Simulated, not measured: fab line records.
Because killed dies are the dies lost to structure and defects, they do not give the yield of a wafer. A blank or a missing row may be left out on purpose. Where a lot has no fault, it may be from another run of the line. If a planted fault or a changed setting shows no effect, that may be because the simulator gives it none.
Which tool was responsible? / flow nand harc / 12 lots, 36 wafers sampled, at 5 steps of a route of 1159

== WHAT THE GAUGES SHOWED, per wafer ==
NHARC_END_SORT_01. Usual: defect limited yield 95.3 %, standard deviation 1.7; killed at array 28, standard deviation 12; killed at other 0.8, standard deviation 1.1; killed at periphery 3.6, standard deviation 2.3; killed dies 32, standard deviation 12; killed open 3.4, standard deviation 1.9; killed short 2.0, standard deviation 1.3; sort_bin_2_pct 1.4 %, standard deviation 0.61; sort_bin_3_pct 0.26 %, standard deviation 0.22; sort_bin_4_pct 3.0 %, standard deviation 1.2; sort n pass 645, standard deviation 12; sort rim yield pct 95.8 %, standard deviation 2.9; sort yield pct 95.3 %, standard deviation 1.7.
lot=L157; measured=day 19 08:55; on=prober-02; defect limited yield (%)=96.8 95.7 95.4; killed at array=20 23 23; killed at other=0 0 0; killed at periphery=2 6 8; killed dies=22 29 31; killed open=3 3 3; killed short=0 1 2; sort_bin_2_pct (%)=0.4 1.5 0.7; sort_bin_3_pct (%)=0.30 0 0.30; sort_bin_4_pct (%)=2.5 2.8 3.5; sort n pass=655 648 646; sort rim yield pct (%)=95.3 94.3 95.3; sort yield pct (%)=96.8 95.7 95.4; flag=
lot=L162; measured=day 21 03:26; on=prober-01; defect limited yield (%)=97.3 97.0 97.2; killed at array=11 14 13; killed at other=0 2 0; killed at periphery=7 4 6; killed dies=18 20 19; killed open=1 2 4; killed short=1 1 2; sort_bin_2_pct (%)=1.0 0.9 0.7; sort_bin_3_pct (%)=0.15 0.15 0.15; sort_bin_4_pct (%)=1.5 1.9 1.9; sort n pass=659 657 658; sort rim yield pct (%)=97.2 98.1 98.1; sort yield pct (%)=97.3 97.0 97.2; flag=
lot=L170; measured=day 23 08:14; on=prober-01; defect limited yield (%)=95.4 94.5 96.0; killed at array=31 35 23; killed at other=0 0 0; killed at periphery=0 2 4; killed dies=31 37 27; killed open=7 5 2; killed short=4 1 3; sort_bin_2_pct (%)=1.2 1.6 1.0; sort_bin_3_pct (%)=0.44 0.44 0.30; sort_bin_4_pct (%)=3.0 3.4 2.7; sort n pass=646 640 650; sort rim yield pct (%)=91.5 92.5 93.4; sort yield pct (%)=95.4 94.5 96.0; flag=
lot=L176; measured=day 24 15:35; on=prober-02; defect limited yield (%)=95.9 96.8 96.2; killed at array=21 20 24; killed at other=0 1 1; killed at periphery=7 1 1; killed dies=28 22 26; killed open=5 2 1; killed short=3 1 1; sort_bin_2_pct (%)=0.7 1.2 0.7; sort_bin_3_pct (%)=0.59 0 0.30; sort_bin_4_pct (%)=2.8 2.1 2.8; sort n pass=649 655 651; sort rim yield pct (%)=94.3 98.1 100.0; sort yield pct (%)=95.9 96.8 96.2; flag=
lot=L175; measured=day 24 11:26; on=prober-01; defect limited yield (%)=92.5 93.4 91.6; killed at array=50 42 55; killed at other=0 0 0; killed at periphery=1 3 2; killed dies=51 45 57; killed open=1 3 4; killed short=2 0 1; sort_bin_2_pct (%)=2.2 2.2 2.4; sort_bin_3_pct (%)=0.44 0.44 0.59; sort_bin_4_pct (%)=4.9 4.0 5.5; sort n pass=626 632 620; sort rim yield pct (%)=94.3 96.2 89.6; sort yield pct (%)=92.5 93.4 91.6; flag=

== TOOL THAT RAN EACH LOT (tool first, then ch and the chambers of the sampled wafers, then the start) ==
lot=L155; NHARC_P_M2_PRE_CLEAN_32=pecvd-01 ch 0,1,2, day 6 02:30; NHARC_P_BONDPAD_ETCH_24=rie diel-02 ch 1,2, day 6 05:39 or earlier; NHARC_P_BONDPAD_PRE_CLEAN_26=pvd sputter-03, day 6 05:39 or earlier; NHARC_P_BONDPAD_PVD_17=pvd sputter-03, day 6 05:39
lot=L157; NHARC_P_M2_PRE_CLEAN_32=pecvd-04 ch 0,1,2, day 6 21:59; NHARC_P_BONDPAD_ETCH_24=rie diel-12 ch 1,3, day 7 00:58 or earlier; NHARC_P_BONDPAD_PRE_CLEAN_26=pvd sputter-01, day 7 00:58 or earlier; NHARC_P_BONDPAD_PVD_17=pvd sputter-01, day 7 00:58
lot=L158; NHARC_P_M2_PRE_CLEAN_32=pecvd-02 ch 1,2, day 7 02:10; NHARC_P_BONDPAD_ETCH_24=rie diel-12 ch 0,1, day 7 05:22 or earlier; NHARC_P_BONDPAD_PRE_CLEAN_26=pvd sputter-01, day 7 05:22 or earlier; NHARC_P_BONDPAD_PVD_17=pvd sputter-01, day 7 05:22
lot=L162; NHARC_P_M2_PRE_CLEAN_32=pecvd-01 ch 0,1,2, day 8 03:44; NHARC_P_BONDPAD_ETCH_24=rie diel-07 ch 1,2,3, day 8 06:43 or earlier; NHARC_P_BONDPAD_PRE_CLEAN_26=pvd sputter-03, day 8 06:43 or earlier; NHARC_P_BONDPAD_PVD_17=pvd sputter-03, day 8 06:43
lot=L166; NHARC_P_M2_PRE_CLEAN_32=pecvd-02 ch 0,1, day 9 04:50; NHARC_P_BONDPAD_ETCH_24=rie diel-12 ch 1,3, day 9 07:41 or earlier; NHARC_P_BONDPAD_PRE_CLEAN_26=pvd sputter-03, day 9 07:41 or earlier; NHARC_P_BONDPAD_PVD_17=pvd sputter-03, day 9 07:41
lot=L170; NHARC_P_M2_PRE_CLEAN_32=pecvd-01 ch 0,1, day 10 10:10; NHARC_P_BONDPAD_ETCH_24=rie diel-12 ch 0,2, day 10 12:38; NHARC_P_BONDPAD_PRE_CLEAN_26=pvd sputter-02, day 10 13:10 or earlier; NHARC_P_BONDPAD_PVD_17=pvd sputter-02, day 10 13:10
lot=L172; NHARC_P_M2_PRE_CLEAN_32=pecvd-01 ch 0,1,2, day 10 20:43; NHARC_P_BONDPAD_ETCH_24=rie diel-12 ch 0,1,3, day 10 23:49 or earlier; NHARC_P_BONDPAD_PRE_CLEAN_26=pvd sputter-02, day 10 23:49 or earlier; NHARC_P_BONDPAD_PVD_17=pvd sputter-02, day 10 23:49
lot=L176; NHARC_P_M2_PRE_CLEAN_32=pecvd-02 ch 0,1,2, day 11 09:52; NHARC_P_BONDPAD_ETCH_24=rie diel-12 ch 0,1,2, day 11 12:33; NHARC_P_BONDPAD_PRE_CLEAN_26=pvd sputter-03, day 11 13:05 or earlier; NHARC_P_BONDPAD_PVD_17=pvd sputter-03, day 11 13:05
lot=L175; NHARC_P_M2_PRE_CLEAN_32=pecvd-04 ch 0,1, day 11 10:58; NHARC_P_BONDPAD_ETCH_24=rie diel-12 ch 0,1,2, day 11 13:31; NHARC_P_BONDPAD_PRE_CLEAN_26=pvd sputter-01, day 11 14:02 or earlier; NHARC_P_BONDPAD_PVD_17=pvd sputter-01, day 11 14:02
lot=L174; NHARC_P_M2_PRE_CLEAN_32=pecvd-01 ch 0,1,2, day 11 17:10; NHARC_P_BONDPAD_ETCH_24=rie diel-12 ch 0,1,3, day 11 19:34; NHARC_P_BONDPAD_PRE_CLEAN_26=pvd sputter-01, day 11 20:05 or earlier; NHARC_P_BONDPAD_PVD_17=pvd sputter-01, day 11 20:05
lot=L177; NHARC_P_M2_PRE_CLEAN_32=pecvd-01 ch 0,1, day 11 17:56; NHARC_P_BONDPAD_ETCH_24=rie diel-12 ch 0,1,2, day 11 21:23 or earlier; NHARC_P_BONDPAD_PRE_CLEAN_26=pvd sputter-03, day 11 21:23 or earlier; NHARC_P_BONDPAD_PVD_17=pvd sputter-03, day 11 21:23
lot=L178; NHARC_P_M2_PRE_CLEAN_32=pecvd-04 ch 0,2, day 12 02:25; NHARC_P_BONDPAD_ETCH_24=rie diel-12 ch 2,3, day 12 05:20 or earlier; NHARC_P_BONDPAD_PRE_CLEAN_26=pvd sputter-01, day 12 05:20 or earlier; NHARC_P_BONDPAD_PVD_17=pvd sputter-01, day 12 05:20
- NHARC_P_M2_PRE_CLEAN_32: time 12 s.
- NHARC_P_BONDPAD_ETCH_24: etches the open film in CF4/N2, target depth 30 nm, time 72.99 s.
- NHARC_P_BONDPAD_PRE_CLEAN_26: time 30 s.
- NHARC_P_BONDPAD_PVD_17: deposits TaN, target thk 5 nm, time 8.06 s.

== WHAT THE TOOLS THEMSELVES READ (means of the sampled wafers that have a number; where no wafer has one, the mark that the record gives instead) ==
NHARC_P_M2_PRE_CLEAN_32. Usual: heater power w reads 612 W (standard deviation 73).
lot=L155; tool=pecvd-01; heater power w (W)=595; flag=
lot=L157; tool=pecvd-04; heater power w (W)=615; flag=
lot=L158; tool=pecvd-02; heater power w (W)=615; flag=
lot=L162; tool=pecvd-01; heater power w (W)=611; flag=
lot=L166; tool=pecvd-02; heater power w (W)=541; flag=
lot=L170; tool=pecvd-01; heater power w (W)=582; flag=
lot=L172; tool=pecvd-01; heater power w (W)=593; flag=
lot=L176; tool=pecvd-02; heater power w (W)=582; flag=
lot=L175; tool=pecvd-04; heater power w (W)=653; flag=
lot=L174; tool=pecvd-01; heater power w (W)=618; flag=
lot=L177; tool=pecvd-01; heater power w (W)=609; flag=
lot=L178; tool=pecvd-04; heater power w (W)=675; flag=

NHARC_P_BONDPAD_ETCH_24. Usual: drypump motor current A 5.6 A, standard deviation 0.43; mfc ar sccm 150.0 sccm, standard deviation 0.44; oes product au 1.002 a.u., standard deviation 0.0076; rf vpp V 314.2 V, standard deviation 1.8; showerhead plenum p Torr 2.63 Torr, standard deviation 0.095; throttle valve pct 19.793 %, standard deviation 0.0088.
lot=L155; tool=rie diel-02; drypump motor current A (A)=5.4; mfc ar sccm (sccm)=150.4; oes product au (a.u.)=1.004; rf vpp V (V)=312.3; showerhead plenum p Torr (Torr)=2.49; throttle valve pct (%)=19.785; flag=
lot=L157; tool=rie diel-12; drypump motor current A (A)=5.1; mfc ar sccm (sccm)=149.9; oes product au (a.u.)=0.996; rf vpp V (V)=314.5; showerhead plenum p Torr (Torr)=2.66; throttle valve pct (%)=19.793; flag=
lot=L158; tool=rie diel-12; drypump motor current A (A)=5.6; mfc ar sccm (sccm)=150.2; oes product au (a.u.)=1.004; rf vpp V (V)=316.2; showerhead plenum p Torr (Torr)=2.74; throttle valve pct (%)=19.786; flag=
lot=L162; tool=rie diel-07; drypump motor current A (A)=5.8; mfc ar sccm (sccm)=149.8; oes product au (a.u.)=1.005; rf vpp V (V)=312.4; showerhead plenum p Torr (Torr)=2.57; throttle valve pct (%)=19.792; flag=
lot=L166; tool=rie diel-12; drypump motor current A (A)=5.1; mfc ar sccm (sccm)=149.6; oes product au (a.u.)=1.002; rf vpp V (V)=314.5; showerhead plenum p Torr (Torr)=2.66; throttle valve pct (%)=19.800; flag=
lot=L170; tool=rie diel-12; drypump motor current A (A)=5.8; mfc ar sccm (sccm)=150.4; oes product au (a.u.)=1.002; rf vpp V (V)=315.2; showerhead plenum p Torr (Torr)=2.65; throttle valve pct (%)=19.794; flag=
lot=L172; tool=rie diel-12; drypump motor current A (A)=5.4; mfc ar sccm (sccm)=149.7; oes product au (a.u.)=1.001; rf vpp V (V)=314.9; showerhead plenum p Torr (Torr)=2.69; throttle valve pct (%)=19.799; flag=
lot=L176; tool=rie diel-12; drypump motor current A (A)=5.8; mfc ar sccm (sccm)=150.2; oes product au (a.u.)=1.018; rf vpp V (V)=314.7; showerhead plenum p Torr (Torr)=2.66; throttle valve pct (%)=19.790; flag=
lot=L175; tool=rie diel-12; drypump motor current A (A)=5.8; mfc ar sccm (sccm)=150.3; oes product au (a.u.)=1.002; rf vpp V (V)=314.8; showerhead plenum p Torr (Torr)=2.66; throttle valve pct (%)=19.795; flag=
lot=L174; tool=rie diel-12; drypump motor current A (A)=5.4; mfc ar sccm (sccm)=149.7; oes product au (a.u.)=0.994; rf vpp V (V)=314.8; showerhead plenum p Torr (Torr)=2.69; throttle valve pct (%)=19.790; flag=
lot=L177; tool=rie diel-12; drypump motor current A (A)=5.8; mfc ar sccm (sccm)=149.5; oes product au (a.u.)=1.003; rf vpp V (V)=315.1; showerhead plenum p Torr (Torr)=2.66; throttle valve pct (%)=19.794; flag=
lot=L178; tool=rie diel-12; drypump motor current A (A)=5.2; mfc ar sccm (sccm)=150.0; oes product au (a.u.)=0.998; rf vpp V (V)=313.3; showerhead plenum p Torr (Torr)=2.59; throttle valve pct (%)=19.793; flag=

NHARC_P_BONDPAD_PRE_CLEAN_26. Usual: heater power w reads 409 W (standard deviation 47).
lot=L155; tool=pvd sputter-03; heater power w (W)=465; flag=
lot=L157; tool=pvd sputter-01; heater power w (W)=418; flag=
lot=L158; tool=pvd sputter-01; heater power w (W)=395; flag=
lot=L162; tool=pvd sputter-03; heater power w (W)=407; flag=
lot=L166; tool=pvd sputter-03; heater power w (W)=385; flag=
lot=L170; tool=pvd sputter-02; heater power w (W)=426; flag=
lot=L172; tool=pvd sputter-02; heater power w (W)=460; flag=
lot=L176; tool=pvd sputter-03; heater power w (W)=420; flag=
lot=L175; tool=pvd sputter-01; heater power w (W)=423; flag=
lot=L174; tool=pvd sputter-01; heater power w (W)=394; flag=
lot=L177; tool=pvd sputter-03; heater power w (W)=450; flag=
lot=L178; tool=pvd sputter-01; heater power w (W)=394; flag=

NHARC_P_BONDPAD_PVD_17. Usual: throttle valve pct reads 29.8 % (standard deviation 0.88).
lot=L155; tool=pvd sputter-03; throttle valve pct (%)=29.4; flag=
lot=L157; tool=pvd sputter-01; throttle valve pct (%)=29.8; flag=
lot=L158; tool=pvd sputter-01; throttle valve pct (%)=30.0; flag=
lot=L162; tool=pvd sputter-03; throttle valve pct (%)=29.0; flag=
lot=L166; tool=pvd sputter-03; throttle valve pct (%)=28.9; flag=
lot=L170; tool=pvd sputter-02; throttle valve pct (%)=30.1; flag=
lot=L172; tool=pvd sputter-02; throttle valve pct (%)=30.5; flag=
lot=L176; tool=pvd sputter-03; throttle valve pct (%)=29.1; flag=
lot=L175; tool=pvd sputter-01; throttle valve pct (%)=29.8; flag=
lot=L174; tool=pvd sputter-01; throttle valve pct (%)=30.2; flag=
lot=L177; tool=pvd sputter-03; throttle valve pct (%)=29.1; flag=
lot=L178; tool=pvd sputter-01; throttle valve pct (%)=29.8; flag=

== THE ANSWER, worked out from the rows above alone ==
Rule: a lot counts as off when the mean over its wafers that have a number is more than 3 standard deviations away from the usual mean. Also off: a lot with no number at a reading for which 4 or more lots have one. Any other lot the step has rows for is counted as sound. Order of review: gauges by route order, followed by the tools' own readings, for which a lot's mean as printed above is used. At the first step where some lot is off, the reading lying furthest off is the one used; lots without a number count as furthest.
Nothing can be told from this: no lot is off at any reading shown.

== WHAT THE SIMULATOR HAD INSERTED ==
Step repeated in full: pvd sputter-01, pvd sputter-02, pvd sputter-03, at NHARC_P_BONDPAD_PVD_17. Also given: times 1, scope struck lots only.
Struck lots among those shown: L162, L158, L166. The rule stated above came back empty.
